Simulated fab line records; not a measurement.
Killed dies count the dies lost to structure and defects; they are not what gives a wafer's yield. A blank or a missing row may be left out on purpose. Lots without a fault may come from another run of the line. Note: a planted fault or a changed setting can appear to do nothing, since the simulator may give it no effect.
fab line records | flow nand_harc
[record] lots = 13 | wafers = 39 | last_day = 33
route steps=1302 shown P_M2@350 P_BONDPAD@353 END@1302
lots with no fault: from the same line, run without faults
start_h: start of the lot's first displayed wafer, in hours after the record's first day | wait_h: hours from the lot's prior step to this one | " identical to the entry in the row above | L1.1+2: a single row standing in for several wafers | - value missing, or start not given | * or withheld: withheld | < > ~ a bound
route shown NAME@n: names a module that has steps shown in the file, with the first one's number in the route | usual: mean/standard deviation of fault-free wafers | same: alike in all rows | chamber/n: place in a boat | sites: readings site by site | _std_site: standard deviation of those values | _edge_site: the outer-site mean with the inner-site mean subtracted | radius_mm: for every site, how far away it sits from the centre of the wafer | mask NAME#n: copy n | behind: the last tool/chamber to shape the wafer | hold: what put the lot on hold/how long, in hours/how the hold closed | device: names the non-switching transistor (n, p or np) | end of line: the tests these same wafers got at the end of their route | for a step that has no rows: nothing shown but its recipe | killed: not the wafer's yield, but the dies lost to structure and defects at the first sort | map: dies across one wafer; x = killed, . = not, _ = none there
set.NAME: the setting as run; set.NAME@STEP: as run at that earlier step | model.NAME: the simulator's own value behind a step, which no gauge read
the route's steps for a sample of lots (tables are steps, rows are wafers)
services: from which hour (start_h, from the record's first day; less than 0 if before it) a tool's chamber was out of use, for how many hours, and why
[[steps]]
[step NHARC_P_M2_DEP_33]
[recipe] target_thk_a = 300 | temp_c = 370 | target_thk_nm = 30 | pressure_torr = 3 | flow_sccm = 200 | rf_w = 450 | material = SiCN
[usual] heater_power_outer_w = 324/48 | heater_power_w = 581/65 | rf_fwd_power_W = 448.9/1.3
lot.wafer | tool     | chamber | start_h | wait_h | heater_power_outer_w | heater_power_w | rf_fwd_power_W
L554.2    | pecvd-04 | 1       | 169.13  | 0.1    | 417                  | 696            | 448.3
L554.5    | "        | 1       | "       | "      | 422                  | 671            | 449.5
L554.4    | "        | 2       | "       | "      | 355                  | 617            | 451.2
L555.2    | pecvd-03 | 2       | 172.33  | 0.1    | 283                  | 543            | 449.1
L555.6    | "        | 1       | "       | "      | 292                  | 507            | 449.9
L555.4    | "        | 2       | "       | "      | 281                  | 551            | 450.1
L556.1    | pecvd-01 | 1       | 191.35  | 0.1    | 254                  | 479            | 448.4
L556.2    | "        | 2       | "       | "      | 381                  | 687            | 449.2
L556.4    | "        | 2       | "       | "      | 380                  | 716            | 447.4
L557.5    | pecvd-04 | 1       | 202.48  | 0.2    | 404                  | 652            | 449.6
L557.4    | "        | 2       | "       | "      | 327                  | 567            | 450.9
L557.6    | "        | 0       | "       | "      | 357                  | 615            | 445.7
L558.1    | pecvd-01 | 2       | 209.36  | 0.1    | 387                  | 708            | 447.2
L558.2    | "        | 0       | "       | "      | 249                  | 466            | 449.8
L558.5    | "        | 1       | "       | "      | 274                  | 483            | 448.3
L559.1    | pecvd-03 | 0       | 215.85  | 0.1    | 279                  | 534            | 448.5
L559.4    | "        | 0       | "       | "      | 286                  | 533            | 448.9
L559.5    | "        | 1       | "       | "      | 290                  | 514            | 449.2
L560.1    | pecvd-03 | 1       | 229.68  | 0.1    | 337                  | 572            | 449.0
L560.3    | "        | 2       | "       | "      | 329                  | 593            | 446.8
L560.2    | "        | 0       | "       | "      | 254                  | 481            | 446.5
L562.2    | pecvd-03 | 2       | 252.65  | 0.1    | 321                  | 576            | 448.8
L562.1    | "        | 1       | "       | "      | 341                  | 564            | 447.7
L562.5    | "        | 2       | "       | "      | 316                  | 600            | 450.2
L563.1    | pecvd-04 | 2       | 253.13  | 0.1    | 353                  | 608            | 448.0
L563.3    | "        | 0       | "       | "      | 342                  | 639            | 451.0
L563.6    | "        | 1       | "       | "      | 415                  | 684            | 450.0
L569.2    | pecvd-03 | 2       | 316.22  | 0.1    | 253                  | 503            | 447.7
L569.3    | "        | 0       | "       | "      | 315                  | 571            | 449.2
L569.6    | "        | 1       | "       | "      | 308                  | 547            | 450.9
L570.2    | pecvd-04 | 2       | 317.57  | 0.1    | 343                  | 604            | 448.3
L570.6    | "        | 1       | "       | "      | 411                  | 671            | 450.7
L570.5    | "        | 0       | "       | "      | 327                  | 594            | 449.8
L571.3    | pecvd-03 | 2       | 331.15  | 0.1    | 302                  | 589            | 447.2
L571.6    | "        | 1       | "       | "      | 315                  | 548            | 449.2
L571.4    | "        | 2       | "       | "      | 306                  | 592            | 449.2
L574.3    | pecvd-03 | 2       | 361.64  | 0.1    | 311                  | 575            | 447.8
L574.2    | "        | 0       | "       | "      | 241                  | 488            | 450.3
L574.5    | "        | 0       | "       | "      | 249                  | 486            | 447.0
[step NHARC_P_BONDPAD_THK_MEAS_33]
[recipe] thk_meas_gauge = ellipsometry
[usual] thk_nm = 200.0/1.4
lot.wafer | tool          | chamber | start_h | wait_h | thk_nm
L554.2    | film_metro-02 | -       | 170.16  | 0.2    | 199.1
L554.4    | "             | -       | "       | "      | 200.2
L554.5    | "             | -       | "       | "      | 199.8
L555.2    | film_metro-02 | -       | 173.32  | 0.2    | 199.3
L555.4    | "             | -       | "       | "      | 199.8
L555.6    | "             | -       | "       | "      | 200.8
L556.1    | film_metro-01 | -       | 192.38  | 0.2    | 202.3
L556.2    | "             | -       | "       | "      | 200.3
L556.4    | "             | -       | "       | "      | 199.2
L557.4    | film_metro-01 | -       | 203.42  | 0.2    | 199.6
L557.5    | "             | -       | "       | "      | 201.8
L557.6    | "             | -       | "       | "      | 199.9
L558.1    | film_metro-02 | -       | 210.66  | 0.2    | 200.7
L558.2    | "             | -       | "       | "      | 199.3
L558.5    | "             | -       | "       | "      | 202.4
L559.1    | film_metro-02 | -       | 216.92  | 0.2    | 200.9
L559.4    | "             | -       | "       | "      | 201.0
L559.5    | "             | -       | "       | "      | 201.7
L560.1    | film_metro-02 | -       | 230.76  | 0.2    | 201.6
L560.2    | "             | -       | "       | "      | 198.6
L560.3    | "             | -       | "       | "      | 200.4
L562.1    | film_metro-01 | -       | 253.73  | 0.2    | 199.2
L562.2    | "             | -       | "       | "      | 200.4
L562.5    | "             | -       | "       | "      | 198.2
L563.1    | film_metro-02 | -       | 254.18  | 0.2    | 200.2
L563.3    | "             | -       | "       | "      | 198.7
L563.6    | "             | -       | "       | "      | 199.7
L569.2    | film_metro-02 | -       | 317.26  | 0.2    | 199.2
L569.3    | "             | -       | "       | "      | 201.1
L569.6    | "             | -       | "       | "      | 200.3
L570.2    | film_metro-01 | -       | 318.60  | 0.2    | 198.6
L570.5    | "             | -       | "       | "      | 198.8
L570.6    | "             | -       | "       | "      | 199.2
L571.3    | film_metro-02 | -       | 332.13  | 0.2    | 199.5
L571.4    | "             | -       | "       | "      | 198.2
L571.6    | "             | -       | "       | "      | 200.5
L574.2    | film_metro-01 | -       | 362.72  | 0.2    | 201.1
L574.3    | "             | -       | "       | "      | 200.4
L574.5    | "             | -       | "       | "      | 203.0
[step NHARC_P_BONDPAD_SOFTBAKE_04]
[recipe] temp_c = 125 | time_s = 70
[usual] exhaust_pa = 45.0/0.81 | heater_power_total_W = 200.8/1.3
lot.wafer | tool           | chamber | start_h | wait_h | exhaust_pa | heater_power_total_W
L554.2    | litho_track-02 | 0       | 170     | -      | 45.9       | 200.6
L554.4    | "              | 0       | "       | "      | 46.2       | 201.1
L554.5    | "              | 0       | "       | "      | 46.2       | 199.4
L555.2    | litho_track-07 | 0       | 173     | -      | 43.9       | 198.8
L555.4    | "              | 0       | "       | "      | 43.2       | 199.1
L555.6    | "              | 0       | "       | "      | 44.0       | 200.4
L556.1    | litho_track-05 | 0       | 192     | -      | 45.4       | 199.0
L556.2    | "              | 0       | "       | "      | 45.4       | 198.9
L556.4    | "              | 0       | "       | "      | 46.2       | 201.0
L557.4    | litho_track-02 | 0       | 203     | -      | 45.3       | 199.1
L557.5    | "              | 0       | "       | "      | 45.6       | 201.3
L557.6    | "              | 0       | "       | "      | 46.2       | 200.2
L558.1    | litho_track-07 | 0       | 210     | -      | 45.5       | 202.4
L558.2    | "              | 0       | "       | "      | 43.5       | 202.5
L558.5    | "              | 0       | "       | "      | 44.9       | 200.2
L559.1    | litho_track-02 | 0       | 217     | -      | 44.5       | 200.0
L559.4    | "              | 0       | "       | "      | 44.5       | 199.6
L559.5    | "              | 0       | "       | "      | 44.4       | 202.0
L560.1    | litho_track-05 | 0       | 230     | -      | 45.0       | 202.2
L560.2    | "              | 0       | "       | "      | 44.0       | 199.4
L560.3    | "              | 0       | "       | "      | 44.3       | 200.4
L562.1    | litho_track-02 | 0       | 253     | -      | 45.2       | 200.3
L562.2    | "              | 0       | "       | "      | 45.8       | 202.6
L562.5    | "              | 0       | "       | "      | 43.7       | 199.5
L563.1    | litho_track-05 | 0       | 254     | -      | 44.7       | 202.5
L563.3    | "              | 0       | "       | "      | 44.0       | 201.8
L563.6    | "              | 0       | "       | "      | 44.1       | 202.4
L569.2    | litho_track-05 | 0       | 317     | -      | 43.8       | 201.8
L569.3    | "              | 0       | "       | "      | 45.1       | 202.0
L569.6    | "              | 0       | "       | "      | 45.9       | 232.2
L570.2    | litho_track-02 | 0       | 318     | -      | 45.0       | 202.1
L570.5    | "              | 0       | "       | "      | 45.3       | 201.2
L570.6    | "              | 0       | "       | "      | 45.9       | 199.5
L571.3    | litho_track-05 | 0       | 332     | -      | 45.8       | 200.5
L571.4    | "              | 0       | "       | "      | 44.1       | 231.1
L571.6    | "              | 0       | "       | "      | 45.3       | 233.4
L574.2    | litho_track-07 | 0       | 362     | -      | 45.4       | 202.5
L574.3    | "              | 0       | "       | "      | 45.0       | 200.9
L574.5    | "              | 0       | "       | "      | 45.3       | 199.1
[step NHARC_P_BONDPAD_CD_MEAS_09]
[recipe] target_cd_nm = 500 | landing_energy_ev = 500
[usual] cd_nm = 499.4/1.6
lot.wafer | tool      | chamber | start_h | wait_h | cd_nm
L554.2    | cd_sem-03 | 0       | 170.73  | -      | 499.2
L554.4    | "         | 0       | "       | "      | 500.1
L554.5    | "         | 0       | "       | "      | 499.0
L555.2    | cd_sem-02 | 0       | 173.76  | -      | 499.1
L555.4    | "         | 0       | "       | "      | 497.6
L555.6    | "         | 0       | "       | "      | 498.7
L556.1    | cd_sem-03 | 0       | 192.97  | -      | 497.1
L556.2    | "         | 0       | "       | "      | 497.7
L556.4    | "         | 0       | "       | "      | 499.2
L557.4    | cd_sem-03 | 0       | 204.02  | -      | 498.5
L557.5    | "         | 0       | "       | "      | 498.0
L557.6    | "         | 0       | "       | "      | 500.2
L558.1    | cd_sem-02 | 0       | 211.10  | -      | 500.5
L558.2    | "         | 0       | "       | "      | 499.1
L558.5    | "         | 0       | "       | "      | 498.8
L559.1    | cd_sem-02 | 0       | 217.51  | -      | 497.6
L559.4    | "         | 0       | "       | "      | 499.9
L559.5    | "         | 0       | "       | "      | 500.1
L560.1    | cd_sem-02 | 0       | 231.21  | -      | 497.4
L560.2    | "         | 0       | "       | "      | 494.2
L560.3    | "         | 0       | "       | "      | 497.9
L562.1    | cd_sem-02 | 0       | 254.29  | -      | 500.3
L562.2    | "         | 0       | "       | "      | 500.9
L562.5    | "         | 0       | "       | "      | 502.4
L563.1    | cd_sem-02 | 0       | 254.74  | -      | 497.9
L563.3    | "         | 0       | "       | "      | 499.7
L563.6    | "         | 0       | "       | "      | 497.9
L569.2    | cd_sem-01 | 0       | 317.82  | -      | 499.0
L569.3    | "         | 0       | "       | "      | 497.9
L569.6    | "         | 0       | "       | "      | 498.8
L570.2    | cd_sem-03 | 0       | 319.17  | -      | 498.2
L570.5    | "         | 0       | "       | "      | 499.0
L570.6    | "         | 0       | "       | "      | 498.1
L571.3    | cd_sem-01 | 0       | 332.70  | -      | 498.0
L571.4    | "         | 0       | "       | "      | 500.9
L571.6    | "         | 0       | "       | "      | 501.1
L574.2    | cd_sem-01 | 0       | 363.16  | -      | 499.6
L574.3    | "         | 0       | "       | "      | 502.2
L574.5    | "         | 0       | "       | "      | 500.0
[step NHARC_END_SORT_01]
[recipe] temp_c = 25
[usual] defect_limited_yield = 91/3.4 | killed_at_array = 57/24 | killed_at_other = 0.7/0.94 | killed_at_periphery = 3.8/2.5 | killed_dies = 62/23 | killed_open = 3.1/1.8 | killed_short = 2.5/1.6
[same] gross_dies = 677
lot.wafer | tool      | chamber | start_h | wait_h | defect_limited_yield[%] | killed_at_array | killed_at_other | killed_at_periphery | killed_dies | killed_open | killed_short
L554.2    | prober-01 | 0       | 588.73  | 2.8    | 87                      | 79              | 0               | 7                   | 86          | 3           | 1
L554.4    | prober-01 | 0       | 590.34  | 3.4    | 83                      | 108             | 1               | 6                   | 115         | 3           | 4
L554.5    | prober-01 | 0       | 591.14  | 3.7    | 83                      | 108             | 4               | 6                   | 118         | 5           | 2
L555.2    | prober-02 | 0       | 604.27  | 2.8    | 89                      | 72              | 3               | 2                   | 77          | 0           | 1
L555.4    | prober-02 | 0       | 605.83  | 3.3    | 88                      | 71              | 3               | 5                   | 79          | 2           | 2
L555.6    | prober-02 | 0       | 607.38  | 3.9    | 87                      | 77              | 4               | 6                   | 87          | 7           | 1
L557.4    | prober-01 | 0       | 629.75  | 3.4    | 84                      | 104             | 0               | 4                   | 108         | 2           | 0
L557.5    | prober-01 | 0       | 630.55  | 3.7    | 88                      | 76              | 0               | 2                   | 78          | 2           | 1
L557.6    | prober-01 | 0       | 631.36  | 4.0    | 86                      | 97              | 0               | 1                   | 98          | 3           | 6
L558.1    | prober-01 | 0       | 657.54  | 2.5    | 91                      | 61              | 0               | 3                   | 64          | 3           | 5
L558.2    | prober-01 | 0       | 658.35  | 2.8    | 91                      | 60              | 1               | 0                   | 61          | 0           | 3
L558.5    | prober-01 | 0       | 660.76  | 3.7    | 90                      | 61              | 0               | 4                   | 65          | 2           | 4
L559.1    | prober-02 | 0       | 657.62  | 2.5    | 95                      | 30              | 1               | 6                   | 37          | 3           | 3
L559.4    | prober-02 | 0       | 660.00  | 3.4    | 93                      | 39              | 1               | 6                   | 46          | 5           | 2
L559.5    | prober-02 | 0       | 660.79  | 3.7    | 94                      | 36              | 1               | 7                   | 44          | 6           | 2
L556.1    | prober-01 | 0       | 665.37  | 2.5    | 94                      | 40              | 0               | 3                   | 43          | 3           | 1
L556.2    | prober-01 | 0       | 666.16  | 2.8    | 92                      | 49              | 1               | 4                   | 54          | 0           | 3
L556.4    | prober-01 | 0       | 667.74  | 3.4    | 91                      | 50              | 1               | 7                   | 58          | 7           | 3
L560.1    | prober-02 | 0       | 665.39  | 2.5    | 88                      | 74              | 1               | 3                   | 78          | 3           | 7
L560.2    | prober-02 | 0       | 666.20  | 2.8    | 89                      | 69              | 0               | 4                   | 73          | 3           | 4
L560.3    | prober-02 | 0       | 667.00  | 3.1    | 89                      | 72              | 1               | 3                   | 76          | 4           | 3
L570.2    | prober-01 | 0       | 734.12  | 2.8    | 85                      | 98              | 1               | 4                   | 103         | 2           | 7
L570.5    | prober-01 | 0       | 736.55  | 3.7    | 87                      | 84              | 3               | 0                   | 87          | 2           | 7
L570.6    | prober-01 | 0       | 737.36  | 4.1    | 86                      | 90              | 0               | 2                   | 92          | 2           | 4
// killed by level:class
L554.2 A_CHANNEL_HOLE_D1:chamber_film_flake=24 A_CHANNEL_HOLE_D2:chamber_film_flake=19 A_SLIT:chamber_film_flake=18 P_GATE:chamber_film_flake=7 A_CONTACT:chamber_film_flake=5 A_CONTACT:unspecified=3 A_DECK1_JOINT:chamber_film_flake=3 A_STAIRCASE:chamber_film_flake=2
L554.4 A_CHANNEL_HOLE_D2:chamber_film_flake=33 A_CHANNEL_HOLE_D1:chamber_film_flake=31 A_SLIT:chamber_film_flake=24 A_STAIRCASE:chamber_film_flake=7 P_GATE:chamber_film_flake=4 A_ONON_D1:geometric_particle:open=2 A_CHANNEL_FILL_D2:chamber_film_flake=2 A_CONTACT:chamber_film_flake=2
L554.5 A_CHANNEL_HOLE_D2:chamber_film_flake=30 A_CHANNEL_HOLE_D1:chamber_film_flake=28 A_SLIT:chamber_film_flake=28 A_STAIRCASE:chamber_film_flake=5 A_CHANNEL_FILL_D2:chamber_film_flake=4 A_CONTACT:chamber_film_flake=4 THIN_TSV:chamber_film_flake=4 A_M0:geometric_particle:open=3
L555.2 A_SLIT:chamber_film_flake=32 A_CHANNEL_HOLE_D2:chamber_film_flake=28 A_CHANNEL_FILL_D1:chamber_film_flake=4 THIN_TSV:chamber_film_flake=3 A_CHANNEL_HOLE_D1:chamber_film_flake=2 A_CONTACT:chamber_film_flake=2 A_WL_FILL:geometric_particle:short=1 P_ZERO_WELL:chamber_film_flake=1
L555.4 A_SLIT:chamber_film_flake=31 A_CHANNEL_HOLE_D2:chamber_film_flake=28 A_CHANNEL_HOLE_D1:chamber_film_flake=4 P_STI:chamber_film_flake=3 THIN_TSV:chamber_film_flake=3 P_GATE:chamber_film_flake=2 A_CHANNEL_HOLE_D2:geometric_particle:short=1 A_CHANNEL_HOLE_D2:geometric_particle:open=1
L555.6 A_CHANNEL_HOLE_D2:chamber_film_flake=32 A_SLIT:chamber_film_flake=27 A_CHANNEL_FILL_D1:chamber_film_flake=5 THIN_TSV:chamber_film_flake=4 A_CHANNEL_HOLE_D1:chamber_film_flake=3 A_CHANNEL_FILL_D2:geometric_particle:open=2 P_GATE:chamber_film_flake=2 A_STAIRCASE:chamber_film_flake=2
L557.4 A_CHANNEL_HOLE_D1:chamber_film_flake=34 A_SLIT:chamber_film_flake=32 A_CHANNEL_HOLE_D2:chamber_film_flake=31 P_STI:chamber_film_flake=2 P_CONTACT:chamber_film_flake=2 A_CONTACT:geometric_particle:open=1 A_M0:geometric_particle:open=1 A_CHANNEL_FILL_D1:chamber_film_flake=1
L557.5 A_SLIT:chamber_film_flake=28 A_CHANNEL_HOLE_D1:chamber_film_flake=23 A_CHANNEL_HOLE_D2:chamber_film_flake=19 A_CONTACT:chamber_film_flake=2 P_M2:geometric_particle:open=1 A_ONON_D2:geometric_particle:short=1 A_ONON_D2:geometric_particle:open=1 P_CONTACT:chamber_film_flake=1
L557.6 A_CHANNEL_HOLE_D1:chamber_film_flake=32 A_SLIT:chamber_film_flake=28 A_CHANNEL_HOLE_D2:chamber_film_flake=23 A_DECK1_JOINT:geometric_particle:short=3 A_BLC:chamber_film_flake=3 A_STAIRCASE:chamber_film_flake=2 P_M1:geometric_particle:short=1 A_DECK1_JOINT:geometric_particle:open=1
L558.1 A_CHANNEL_HOLE_D1:chamber_film_flake=35 A_CONTACT:chamber_film_flake=8 A_CHANNEL_HOLE_D2:chamber_film_flake=7 A_CHANNEL_FILL_D2:geometric_particle:short=3 A_WL_FILL:chamber_film_flake=3 P_GATE:chamber_film_flake=2 P_GATE:geometric_particle:open=1 A_ONON_D1:geometric_particle:short=1
L559.1 A_CHANNEL_HOLE_D2:chamber_film_flake=15 A_CONTACT:chamber_film_flake=7 P_BONDPAD:chamber_film_flake=3 A_CHANNEL_HOLE_D1:chamber_film_flake=2 P_CONTACT:geometric_particle:open=1 P_M1:geometric_particle:open=1 A_ONON_D1:geometric_particle:short=1 A_ONON_D2:geometric_particle:short=1
L558.2 A_CHANNEL_HOLE_D1:chamber_film_flake=35 A_CHANNEL_HOLE_D2:chamber_film_flake=14 A_CONTACT:chamber_film_flake=3 A_ONON_D2:geometric_particle:short=2 A_WL_FILL:chamber_film_flake=2 A_CHANNEL_FILL_D2:geometric_particle:short=1 A_ZERO_WELL:chamber_film_flake=1 A_STAIRCASE:chamber_film_flake=1
L559.4 A_CHANNEL_HOLE_D2:chamber_film_flake=17 A_CONTACT:chamber_film_flake=7 A_STAIRCASE:chamber_film_flake=6 A_CHANNEL_HOLE_D1:chamber_film_flake=4 P_GATE:geometric_particle:open=1 P_CONTACT:geometric_particle:open=1 A_ONON_D1:geometric_particle:short=1 A_ONON_D1:geometric_particle:open=1
L558.5 A_CHANNEL_HOLE_D1:chamber_film_flake=38 A_CHANNEL_HOLE_D2:chamber_film_flake=13 A_CHANNEL_FILL_D2:chamber_film_flake=3 P_M1:geometric_particle:short=2 A_CHANNEL_FILL_D1:chamber_film_flake=2 A_CONTACT:chamber_film_flake=2 P_M1:geometric_particle:open=1 A_ONON_D2:geometric_particle:short=1
L559.5 A_CHANNEL_HOLE_D2:chamber_film_flake=12 A_CONTACT:chamber_film_flake=7 A_STAIRCASE:chamber_film_flake=5 A_SLIT:chamber_film_flake=4 P_BONDPAD:chamber_film_flake=3 P_GATE:geometric_particle:open=1 P_M1:geometric_particle:open=1 A_ONON_D1:geometric_particle:open=1
L556.1 A_CHANNEL_HOLE_D2:chamber_film_flake=27 A_WL_FILL:chamber_film_flake=3 A_CHANNEL_HOLE_D2:geometric_particle:open=2 P_STI:chamber_film_flake=2 A_CHANNEL_HOLE_D1:chamber_film_flake=2 A_CONTACT:chamber_film_flake=2 P_M0:geometric_particle:open=1 A_ONON_D2:geometric_particle:short=1
L560.1 A_CHANNEL_HOLE_D1:chamber_film_flake=33 A_SLIT:chamber_film_flake=29 A_CHANNEL_FILL_D2:geometric_particle:short=2 A_WL_FILL:geometric_particle:short=2 P_CONTACT:chamber_film_flake=2 A_CONTACT:chamber_film_flake=2 P_M2:geometric_particle:open=1 A_CHANNEL_HOLE_D1:geometric_particle:open=1
L556.2 A_CHANNEL_HOLE_D2:chamber_film_flake=34 A_WL_FILL:chamber_film_flake=4 A_CHANNEL_FILL_D2:chamber_film_flake=3 P_GATE:chamber_film_flake=2 P_GATE:geometric_particle:short=1 A_SOURCE_PLATE:geometric_particle:short=1 A_CHANNEL_FILL_D1:geometric_particle:short=1 P_STI:chamber_film_flake=1
L560.2 A_SLIT:chamber_film_flake=27 A_CHANNEL_HOLE_D1:chamber_film_flake=24 A_WL_FILL:chamber_film_flake=4 A_WL_FILL:geometric_particle:short=2 A_STAIRCASE:chamber_film_flake=2 A_CONTACT:chamber_film_flake=2 P_CONTACT:geometric_particle:open=1 A_CHANNEL_FILL_D1:geometric_particle:short=1
L560.3 A_SLIT:chamber_film_flake=30 A_CHANNEL_HOLE_D1:chamber_film_flake=29 A_CONTACT:chamber_film_flake=3 A_STAIRCASE:chamber_film_flake=2 P_GATE:geometric_particle:open=1 P_M2:geometric_particle:short=1 A_ONON_D2:geometric_particle:open=1 A_ONON_D2:geometric_particle:short=1
L556.4 A_CHANNEL_HOLE_D2:chamber_film_flake=31 P_STI:chamber_film_flake=3 A_BLC:chamber_film_flake=3 A_ONON_D1:geometric_particle:open=2 A_CHANNEL_FILL_D1:geometric_particle:open=2 P_GATE:chamber_film_flake=2 A_CHANNEL_HOLE_D1:chamber_film_flake=2 A_WL_FILL:chamber_film_flake=2
L570.2 A_CHANNEL_HOLE_D1:chamber_film_flake=34 A_SLIT:chamber_film_flake=32 A_CHANNEL_HOLE_D2:chamber_film_flake=14 A_CONTACT:chamber_film_flake=5 A_WL_FILL:geometric_particle:short=2 A_CHANNEL_FILL_D2:chamber_film_flake=2 A_WL_FILL:chamber_film_flake=2 P_STI:geometric_particle:open=1
L570.5 A_SLIT:chamber_film_flake=27 A_CHANNEL_HOLE_D1:chamber_film_flake=22 A_CHANNEL_HOLE_D2:chamber_film_flake=13 A_STAIRCASE:chamber_film_flake=4 A_CONTACT:chamber_film_flake=4 A_WL_FILL:geometric_particle:short=3 STARTING-WAFER:geometric_particle:short=2 A_CHANNEL_FILL_D1:chamber_film_flake=2
L570.6 A_CHANNEL_HOLE_D1:chamber_film_flake=33 A_SLIT:chamber_film_flake=23 A_CHANNEL_HOLE_D2:chamber_film_flake=21 A_CONTACT:chamber_film_flake=7 P_M2:geometric_particle:short=1 A_CHANNEL_FILL_D1:geometric_particle:open=1 A_DECK1_JOINT:geometric_particle:short=1 A_ONON_D2:geometric_particle:short=1
[[services]]
tool           | chamber | start_h | hours | kind
pecvd-01       | -       | 183.52  | 1.0   | repair
pecvd-03       | -       | 185.00  | 13.0  | pm
pecvd-03       | 0       | 185.00  | 13.0  | vent_cycle
pecvd-03       | 1       | 185.00  | 13.0  | vent_cycle
pecvd-03       | 2       | 185.00  | 13.0  | vent_cycle
pecvd-03       | 0       | 198.00  | -     | clean
pecvd-03       | 1       | 198.00  | -     | clean
pecvd-03       | 2       | 198.00  | -     | clean
litho_track-02 | -       | 227.00  | 7.0   | pm
litho_track-07 | -       | 251.00  | 7.0   | pm
pecvd-04       | -       | 269.49  | 13.0  | pm
pecvd-04       | 0       | 269.49  | 13.0  | vent_cycle
pecvd-04       | 1       | 269.49  | 13.0  | vent_cycle
pecvd-04       | 2       | 269.49  | 13.0  | vent_cycle
pecvd-04       | 0       | 282.49  | -     | clean
pecvd-04       | 1       | 282.49  | -     | clean
pecvd-04       | 2       | 282.49  | -     | clean
pecvd-03       | -       | 296.03  | 4.8   | repair
litho_track-05 | -       | 299.00  | 7.0   | pm
pecvd-01       | -       | 311.30  | 13.0  | pm
pecvd-01       | 0       | 311.30  | 13.0  | vent_cycle
pecvd-01       | 1       | 311.30  | 13.0  | vent_cycle
pecvd-01       | 2       | 311.30  | 13.0  | vent_cycle
pecvd-01       | -       | 340.93  | 1.6   | repair
[[key]]
[first_sign] step = NHARC_P_BONDPAD_SOFTBAKE_04 | reading = heater_power_total_W | direction = up | sigmas = 24 | usual = * | struck = *
effect none on later readings
met_at NHARC_P_BONDPAD_SOFTBAKE_04
struck_lots L569,L571
struck_wafers L569.6,L571.4,L571.6
not_acting_at NHARC_P_M2_DEP_33,NHARC_P_BONDPAD_THK_MEAS_33,NHARC_P_BONDPAD_CD_MEAS_09
onset_between 254 317
[fault] kind = process_parameter_drift | tool = litho_track-05 | chamber = - | onset_h = 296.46 | steps = NHARC_P_BONDPAD_SOFTBAKE_04 | channel = time_s | offset = * | shape = step | end_h = 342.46 | scope = struck_wafers_only | acts_in = * | stated = *
